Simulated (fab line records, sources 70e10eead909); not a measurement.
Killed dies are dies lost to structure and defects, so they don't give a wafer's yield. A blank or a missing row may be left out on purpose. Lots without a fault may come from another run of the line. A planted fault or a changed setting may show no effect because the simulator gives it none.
fab line records | flow nand_harc
record lots=11 wafers=33 last_day=34
route steps=1302 shown P_M2@349 P_BONDPAD@369 END@1302
lots that met no fault: from a run of the same line without faults
start_h: hours from the record's first day to the start of the lot's first wafer shown | wait_h: hours since the lot's step before | " the same as in the row above | L1.1+2: a row that stands for several wafers | - no value, or no start given | * or withheld: withheld | < > ~ a bound
route shown NAME@n: a module of which the file shows steps, and the number in the route of the first | usual: mean/standard deviation of fault-free wafers | same: alike in all rows | chamber/n: place in a boat | sites: the reading at each site | _std_site: their standard deviation | _edge_site: outer sites' mean less inner sites' | radius_mm: how far each site lies from the wafer's centre | mask NAME#n: copy n | behind: the tool/chamber that last shaped the wafer | hold: why the lot was held/for how many hours/how that ended | device: the transistor (n, p or np) that didn't switch | end of line: the same wafers' tests at the end of the route | a step without rows: its recipe alone | killed: dies lost to structure and defects at the first sort, not the wafer's yield | map: a wafer's dies, x killed, . not, _ none there
set.NAME: the setting as run; set.NAME@STEP: as run at that earlier step | model.NAME: the simulator's own value behind a step, which no gauge read
steps of the route over a sample of lots; a table a step, a row a wafer
services: from which hour (start_h, from the record's first day; less than 0 if before it) a tool's chamber was out of use, for how many hours, and why
## steps
# step NHARC_P_M2_PRE_CLEAN_32
# recipe time_s=12 temp_c=370 rf_power_w=300 gas=NH3
# usual heater_power_w=641/78 rf_fwd_power_W=292.5/0.88
# columns lot.wafer tool chamber start_h wait_h heater_power_w rf_fwd_power_W
L643.2 pecvd-02 0 135.91 0.1 689 292.8
L643.1 " 1 " " 775 292.6
L643.5 " 0 " " 687 293.1
L647.3 pecvd-03 2 173.70 0.1 705 292.9
L647.6 " 1 " " 524 291.1
L647.4 " 0 " " 560 292.3
L648.1 pecvd-02 0 186.88 0.1 664 292.3
L648.2 " 2 " " 620 291.9
L648.6 " 2 " " 605 292.1
L649.1 pecvd-02 1 187.73 0.1 826 293.8
L649.4 " 1 " " 813 291.9
L649.6 " 0 " " 590 292.1
L650.1 pecvd-03 1 201.91 0.1 559 292.7
L650.4 " 0 " " 620 292.5
L650.6 " 1 " " 549 293.5
L652.2 pecvd-03 0 230.19 0.1 575 291.8
L652.5 " 1 " " 542 294.0
L652.4 " 2 " " 691 292.6
L661.1 pecvd-03 0 313.16 0.1 548 293.2
L661.5 " 0 " " 551 292.9
L661.6 " 1 " " 550 292.7
L662.2 pecvd-02 0 322.85 0.1 594 290.6
L662.3 " 1 " " 778 292.5
L662.6 " 1 " " 786 292.2
L663.2 pecvd-02 1 332.59 0.1 825 292.0
L663.6 " 0 " " 648 291.4
L663.5 " 1 " " 820 291.3
L664.3 pecvd-03 0 339.49 0.1 585 292.8
L664.2 " 1 " " 542 293.8
L664.6 " 2 " " 675 292.8
L666.2 pecvd-02 0 368.39 0.1 605 293.7
L666.5 " 0 " " 623 293.3
L666.6 " 0 " " 619 293.2
# step NHARC_P_BONDPAD_ETCH_12
# recipe target_depth_a=2000 time_s=100 chf3_flow_sccm=50 o2_flow_sccm=10 ar_flow_sccm=200 rf_w=500 bias_w=200 chemistry=CHF3/O2
# usual drypump_motor_current_A=6.0/0.41 oes_product_au=0.936/0.025 rf_fwd_power_W=496.8/1.4 rf_vpp_V=370.9/1.8 showerhead_plenum_p_Torr=2.42/0.078 throttle_valve_pct=20.573/0.0088
# columns lot.wafer tool chamber start_h wait_h drypump_motor_current_A oes_product_au rf_fwd_power_W rf_hours_counter_h rf_vpp_V showerhead_plenum_p_Torr throttle_valve_pct
L643.1 rie_diel-08 3 - - 6.6 0.930 496.5 4.5 367.4 2.25 20.572
L643.2 " 0 " " 5.7 0.922 497.2 5.2 369.3 2.36 20.579
L643.5 " 1 " " 5.9 0.924 496.6 - 373.3 2.45 20.572
L647.3 rie_diel-12 0 - - 5.9 0.915 496.2 5.7 372.1 2.48 20.589
L647.6 " 1 " " 6.5 0.916 495.2 - 369.9 2.39 20.572
L647.4 " 0 " " 5.9 0.924 497.6 - 373.5 2.48 20.567
L648.1 rie_diel-12 1 - - 6.5 0.923 494.6 6.2 369.7 2.39 20.586
L648.2 " 2 " " 5.7 0.948 497.7 4.6 369.3 2.39 20.577
L648.6 " 1 " " 6.5 0.929 495.9 - 372.0 2.39 20.593
L649.1 rie_diel-07 0 - - 5.8 0.957 498.5 1.3 373.7 2.56 20.580
L649.4 " 3 " " 5.7 0.939 497.4 1.6 371.8 2.45 20.580
L649.6 " 1 " " 5.0 0.964 498.3 - 372.7 2.48 20.583
L650.4 rie_diel-12 2 - - 5.8 0.986 497.4 5.3 369.6 2.39 20.577
L650.1 " 3 " " 6.3 0.990 496.9 4.0 372.0 2.43 20.575
L650.6 " 1 " " 6.5 0.969 495.3 - 369.9 2.39 20.557
L652.2 rie_diel-12 3 - - 6.3 0.934 496.3 5.8 373.1 2.43 20.567
L652.4 " 3 " " 6.3 0.942 499.2 - 370.5 2.43 20.591
L652.5 " 1 " " 6.5 0.915 497.6 - 371.1 2.39 20.570
L661.1 rie_diel-07 0 - - 5.8 0.972 498.8 0.4 374.1 2.56 20.577
L661.5 " 2 " " 6.1 0.970 494.7 - 368.3 2.27 20.570
L661.6 " 3 " " 5.7 0.949 496.2 - 371.8 2.44 20.556
L662.2 rie_diel-08 2 - - 6.6 0.921 498.1 6.3 371.3 2.45 20.565
L662.3 " 3 " " 6.6 0.936 497.5 6.1 368.3 2.25 20.569
L662.6 " 1 " " 5.9 0.929 497.5 - 372.1 2.45 20.585
L663.2 rie_diel-12 0 - - 6.0 0.909 492.2 4.0 371.9 2.48 20.576
L663.6 " 2 " " 5.8 0.941 498.8 - 368.8 2.38 20.561
L663.5 " 3 " " 6.4 0.926 496.4 - 370.1 2.43 20.562
L664.3 rie_diel-07 3 - - 5.7 0.949 497.2 0.7 371.7 2.44 20.581
L664.2 " 0 " " 5.8 0.959 495.5 0.8 372.4 2.56 20.563
L664.6 " 3 " " 5.7 0.944 496.9 - 372.5 2.44 20.573
L666.2 rie_diel-12 1 - - 6.5 0.912 497.4 5.4 370.2 2.39 20.565
L666.6 " 1 " " 6.5 0.913 499.0 - 369.4 2.39 20.571
L666.5 " 2 " " 5.7 0.933 496.9 - 370.0 2.38 20.573
# step NHARC_P_BONDPAD_ETCH_24
# recipe target_depth_a=300 over_etch_frac=0.3 time_s=72.99 ion_energy_ev=150 cf4_flow_sccm=50 n2_flow_sccm=100 ar_flow_sccm=150 rf_w=300 bias_w=100 chemistry=CF4/N2
# usual drypump_motor_current_A=6.0/0.43 oes_product_au=0.992/0.012 rf_fwd_power_W=297.6/1 rf_vpp_V=314.4/1.9 showerhead_plenum_p_Torr=2.64/0.097 throttle_valve_pct=19.794/0.0095
# columns lot.wafer tool chamber start_h wait_h drypump_motor_current_A oes_product_au rf_fwd_power_W rf_hours_counter_h rf_vpp_V showerhead_plenum_p_Torr throttle_valve_pct
L643.2 rie_diel-12 1 138.39 0.2 6.5 0.999 299.1 3.4 314.1 2.62 19.802
L643.1 " 2 " " 5.7 1.023 299.1 2.4 313.7 2.61 19.782
L643.5 " 0 " " 5.9 1.004 298.3 - 315.5 2.71 19.796
L647.4 rie_diel-07 2 176.21 - 6.0 0.994 296.2 1.3 311.6 2.48 19.791
L647.3 " 1 " " 5.0 0.995 298.3 1.0 317.2 2.71 19.794
L647.6 " 2 " " 6.0 0.992 297.3 - 312.1 2.48 19.780
L648.2 rie_diel-07 0 189.33 - 5.8 0.984 298.4 1.3 315.7 2.80 19.795
L648.1 " 1 " " 5.0 1.004 297.5 1.2 316.1 2.71 19.783
L648.6 " 0 " " 5.8 0.975 299.6 - 318.1 2.80 19.794
L649.1 rie_diel-08 3 190.24 0.1 6.6 1.011 298.5 8.8 310.8 2.46 19.791
L649.6 " 2 " " 6.6 1.000 296.7 - 315.1 2.68 19.793
L649.4 " 3 " " 6.6 0.993 299.1 - 310.3 2.46 19.784
L650.4 rie_diel-08 1 204.23 - 5.9 0.991 297.8 0.1 315.5 2.68 19.807
L650.1 " 2 " " 6.5 0.993 297.9 0.1 315.8 2.68 19.784
L650.6 " 2 " " 6.5 0.996 298.6 - 315.8 2.68 19.797
L652.4 rie_diel-08 2 232.71 - 6.5 1.315 298.8 1.6 313.6 2.67 19.798
L652.2 " 3 " " 6.6 0.992 297.7 1.8 312.0 2.46 19.806
L652.5 " 2 " " 6.5 1.300 299.0 - 314.1 2.67 19.788
L661.1 rie_diel-08 1 315.60 - 5.9 0.995 299.4 6.0 316.6 2.68 19.808
L661.5 " 0 " " 5.6 0.980 297.7 - 312.3 2.58 19.790
L661.6 " 1 " " 5.9 0.998 300.1 - 316.2 2.68 19.793
L662.2 rie_diel-12 1 325.48 - 6.5 0.988 297.6 2.7 313.5 2.61 19.778
L662.3 " 2 " " 5.7 1.007 296.7 2.8 313.9 2.61 19.802
L662.6 " 1 " " 6.5 0.984 299.1 - 314.7 2.61 19.807
L663.2 rie_diel-07 2 335.22 - 6.1 0.992 296.2 0.6 311.2 2.48 19.793
L663.6 " 3 " " 5.7 0.994 297.3 - 311.9 2.67 19.797
L663.5 " 0 " " 5.8 0.988 298.1 - 317.8 2.79 19.794
L664.2 rie_diel-12 1 342.00 0.1 6.5 0.987 295.9 3.6 312.3 2.61 19.792
L664.3 " 2 " " 5.7 1.016 297.7 3.4 312.8 2.61 19.797
L664.6 " 0 " " 6.0 0.981 298.5 - 315.1 2.71 19.784
L666.2 rie_diel-12 2 372.05 - 5.8 1.012 296.5 5.5 313.1 2.60 19.805
L666.6 " 3 " " 6.3 1.005 299.7 - 314.2 2.66 19.812
L666.5 " 0 " " 5.9 0.987 297.3 - 314.7 2.71 19.796
# step NHARC_P_BONDPAD_CMP_19
# recipe t_overpolish_s=30 cu_recess_touch_s=16 target_thk_nm=160.81
# usual motor_current_A=11.4/1.1 overpolish_run_s=30.000/0.0087
# columns lot.wafer tool chamber start_h wait_h motor_current_A overpolish_run_s
L643.2 cmp-03 1 139.88 - 11.1 30.000
L643.1 " 3 " " 13.2 30.001
L643.5 " 2 " " 11.2 29.993
L647.3 cmp-04 3 177.69 - 10.0 30.021
L647.4 " 2 " " 11.9 29.999
L647.6 " 3 " " 9.8 30.003
L648.1 cmp-04 3 190.81 - 10.3 29.998
L648.2 " 0 " " 10.9 29.988
L648.6 " 0 " " 11.1 29.995
L649.4 cmp-02 1 192.05 - 12.3 29.996
L649.1 " 0 " " 10.4 30.010
L649.6 " 1 " " 12.9 29.994
L650.4 cmp-03 3 206.69 - 12.6 29.998
L650.1 " 0 " " 10.1 29.983
L650.6 " 3 " " 12.9 29.997
L652.4 cmp-04 3 234.27 - 10.1 30.012
L652.2 " 1 " " 12.5 29.994
L652.5 " 3 " " 10.3 30.011
L661.1 cmp-03 1 317.13 - 11.3 30.015
L661.5 " 3 " " 13.0 29.982
L661.6 " 0 " " 11.0 30.000
L662.2 cmp-03 3 326.96 - 12.3 29.978
L662.3 " 2 " " 11.0 30.015
L662.6 " 3 " " 12.7 29.984
L663.2 cmp-03 0 336.75 - 11.1 30.000
L663.5 " 2 " " 11.1 30.010
L663.6 " 3 " " 12.6 30.004
L664.2 cmp-04 3 343.63 - 9.6 30.009
L664.3 " 1 " " 12.1 29.999
L664.6 " 3 " " 9.9 30.002
L666.2 cmp-03 2 374.05 - 11.5 29.999
L666.5 " 1 " " 11.4 29.983
L666.6 " 2 " " 10.8 29.996
# step NHARC_END_SORT_01
# recipe temp_c=25
# usual defect_limited_yield=90.7/2.7 killed_at_array=58/19 killed_at_other=1.1/1.2 killed_at_periphery=3.8/2.4 killed_dies=63/18 killed_open=3.3/1.8 killed_short=2.2/1.6
# same gross_dies=677
# columns lot.wafer tool chamber start_h wait_h defect_limited_yield[%] killed_at_array killed_at_other killed_at_periphery killed_dies killed_open killed_short
L652.2 prober-01 0 661.85 2.8 95.9 22 0 6 28 6 2
L652.4 prober-01 0 663.45 3.4 95.4 21 1 9 31 3 3
L652.5 prober-01 0 664.24 3.7 96.8 20 0 2 22 2 3
L661.1 prober-01 0 759.16 2.5 92.3 49 1 2 52 3 2
L661.6 prober-01 0 763.12 4.0 91.0 56 2 3 61 4 5
# killed by level:class
L652.2 A_CHANNEL_HOLE_D1:chamber_film_flake=9 P_CONTACT:geometric_particle:open=3 A_CONTACT:chamber_film_flake=3 P_GATE:chamber_film_flake=2 A_CHANNEL_HOLE_D2:unspecified=2 A_STAIRCASE:chamber_film_flake=2 A_CHANNEL_FILL_D1:geometric_particle:short=1 A_CHANNEL_FILL_D2:geometric_particle:open=1
L652.4 P_GATE:chamber_film_flake=8 A_CHANNEL_HOLE_D1:chamber_film_flake=5 A_SLIT:chamber_film_flake=5 A_CONTACT:chamber_film_flake=3 A_CHANNEL_FILL_D2:geometric_particle:short=2 A_DECK1_JOINT:geometric_particle:open=1 A_ONON_D2:geometric_particle:open=1 A_SGD_CUT:geometric_particle:open=1
L652.5 A_CHANNEL_HOLE_D1:chamber_film_flake=10 A_SLIT:chamber_film_flake=4 A_ONON_D2:geometric_particle:short=2 A_CHANNEL_HOLE_D2:unspecified=2 P_GATE:geometric_particle:short=1 A_CHANNEL_FILL_D2:geometric_particle:open=1 A_BLC:geometric_particle:open=1 P_GATE:chamber_film_flake=1
L661.1 A_CHANNEL_HOLE_D2:chamber_film_flake=25 A_CHANNEL_HOLE_D1:chamber_film_flake=9 A_STAIRCASE:chamber_film_flake=4 A_CONTACT:chamber_film_flake=4 A_SLIT:chamber_film_flake=3 P_GATE:geometric_particle:open=1 P_CONTACT:geometric_particle:short=1 A_CHANNEL_FILL_D2:geometric_particle:short=1
L661.6 A_CHANNEL_HOLE_D2:chamber_film_flake=23 A_SLIT:chamber_film_flake=10 A_CHANNEL_HOLE_D1:chamber_film_flake=9 A_DECK1_JOINT:geometric_particle:short=3 A_STAIRCASE:chamber_film_flake=3 A_CONTACT:chamber_film_flake=2 THIN_TSV:chamber_film_flake=2 P_CONTACT:geometric_particle:open=1
## services
# columns tool chamber start_h hours kind
rie_diel-07 - 117.20 9.0 pm
rie_diel-07 3 133.89 4.8 repair
rie_diel-12 3 134.20 29.8 repair
cmp-03 - 162.00 4.0 pm
rie_diel-12 2 165.69 20.1 repair
rie_diel-08 2 179.00 7.0 repair
rie_diel-08 1 180.40 14.0 repair
rie_diel-08 - 190.80 9.0 pm
rie_diel-12 - 218.04 0.4 repair
pecvd-02 - 227.33 13.0 pm
rie_diel-12 0 227.54 5.6 repair
cmp-03 - 230.18 1.7 repair
rie_diel-07 2 233.50 3.3 repair
cmp-03 - 241.71 1.2 repair
rie_diel-07 3 259.92 6.5 repair
cmp-03 - 260.00 4.0 pm
pecvd-02 2 260.19 131.5 repair
rie_diel-12 - 268.40 9.0 pm
rie_diel-07 0 277.87 10.2 repair
rie_diel-12 2 293.96 1.9 repair
rie_diel-07 - 294.20 9.0 pm
cmp-03 - 306.77 0.3 repair
rie_diel-08 2 307.16 6.4 repair
rie_diel-12 3 335.88 17.3 repair
## key
first_sign step=NHARC_P_BONDPAD_ETCH_24 reading=oes_product_au direction=up sigmas=25 usual=0.992 struck=1.307
effect none on later readings
met_at NHARC_P_BONDPAD_ETCH_24
struck_lots L652
struck_wafers L652.4,L652.5
not_acting_at NHARC_P_M2_PRE_CLEAN_32,NHARC_P_BONDPAD_ETCH_12,NHARC_P_BONDPAD_CMP_19
onset_between 204.23 232.71
fault kind=process_parameter_drift tool=rie_diel-08 chamber=2 onset_h=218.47 steps=NHARC_P_BONDPAD_ETCH_24 channel=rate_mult offset=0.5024 shape=step end_h=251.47
